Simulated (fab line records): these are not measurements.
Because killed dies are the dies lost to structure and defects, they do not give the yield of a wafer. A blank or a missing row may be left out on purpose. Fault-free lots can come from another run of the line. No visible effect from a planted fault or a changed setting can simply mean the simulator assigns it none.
3 desks, one fault    flow n5 finfet    each desk has only its own numbers; what lay behind them comes last

== FOR THE TOOL OWNER'S DESK: rie diel-06 ==
The tool's own readings at N5_BEOL_M6_STRIP_36 (strips in N2/H2): means of the sampled wafers that have a number, for each lot that ran on this tool. Any lot whose mean is over 4 standard deviations away from the usual mean is out of limits and marked OUT; that distance is given in the brackets.
Columns: A = drypump motor current A at N5_BEOL_M6_STRIP_36, usual 5.6 A; B = h2 flow sccm at N5_BEOL_M6_STRIP_36, usual 200.0 sccm; C = oes product au at N5_BEOL_M6_STRIP_36, usual 0.81 a.u.; D = rf vpp V at N5_BEOL_M6_STRIP_36, usual 59.3 V; E = showerhead plenum p Torr at N5_BEOL_M6_STRIP_36, usual 2.53 Torr; F = throttle valve pct at N5_BEOL_M6_STRIP_36, usual 23.5 %
lot   first seen here  A    B                C     D     E     F
L761  day 12 05:50     5.2  220.4 (+35) OUT  0.83  60.6  2.61  24.7
L763  day 12 11:04     6.1  220.6 (+35) OUT  0.84  59.3  2.64  24.9 (+4.1) OUT
L774  day 16 01:15     5.1  200.0            0.74  60.3  2.55  23.6
This desk's finding: out of limits on L761, L763; first on L761, day 12 05:50 (h2 flow sccm at N5_BEOL_M6_STRIP_36). Within limits: L774.

== THE DEFECT DESK ==
Per lot, the means of the sampled wafers with a number show what the inspections along the route counted. Any lot whose mean is over 4 standard deviations away from the usual mean is out of limits and marked OUT; that distance is given in the brackets.
Columns: A = raw defect count at N5_BEOL_M6_INSPECT_30, usual 425
lot   first seen here  A
L761  day 12 05:32     423
L763  day 12 10:19     387
L767  day 13 17:08     429
L770  day 14 05:31     433
L772  day 14 23:05     417
L774  day 16 00:53     329
This desk's finding: nothing out of limits on any of the 6 lots.

== THE METROLOGY DESK ==
What the gauges read for every lot (on any tool): the sampled wafers with a number, averaged. Any lot whose mean is over 4 standard deviations away from the usual mean is out of limits and marked OUT; that distance is given in the brackets.
Columns: A = cd nm at N5_BEOL_M6_CD_MEAS_28, usual 40.08 nm; B = V5_OVL at N5_BEOL_M6_OVL_MEAS_29, usual 0.1 nm
lot   first seen here  A      B
L761  day 12 05:24     39.88  0.2
L763  day 12 10:14     40.00  0.7
L767  day 13 17:03     40.08  0.6
L770  day 14 05:23     40.12  1.3
L772  day 14 22:59     40.24  0.5
L774  day 16 00:47     39.98  -0.8
This desk's finding: nothing out of limits on any of the 6 lots.

== TAKEN TOGETHER ==
An alarm could have come from the tool owner's desk at day 12 05:50, on L761, L763.
Nothing out of limits was seen by the defect desk.
Metrology desk: nothing out of limits seen.
The defect desk has L761, L763 on record, within its limits.
The metrology desk has L761, L763 on record, within its limits.
Of the lots named, all ran N5_BEOL_M6_STRIP_36 on rie diel-06.

== WHAT WAS PUT IN BY THE SIMULATOR ==
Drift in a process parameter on rie diel-06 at N5_BEOL_M6_STRIP_36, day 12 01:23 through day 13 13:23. Setting h2 flow sccm shifted by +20 from 200. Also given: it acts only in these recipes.
Lots struck among those shown: L761, L763.
Hours from the fault's start to each desk's first reading out of limits: the tool owner's desk, 4.
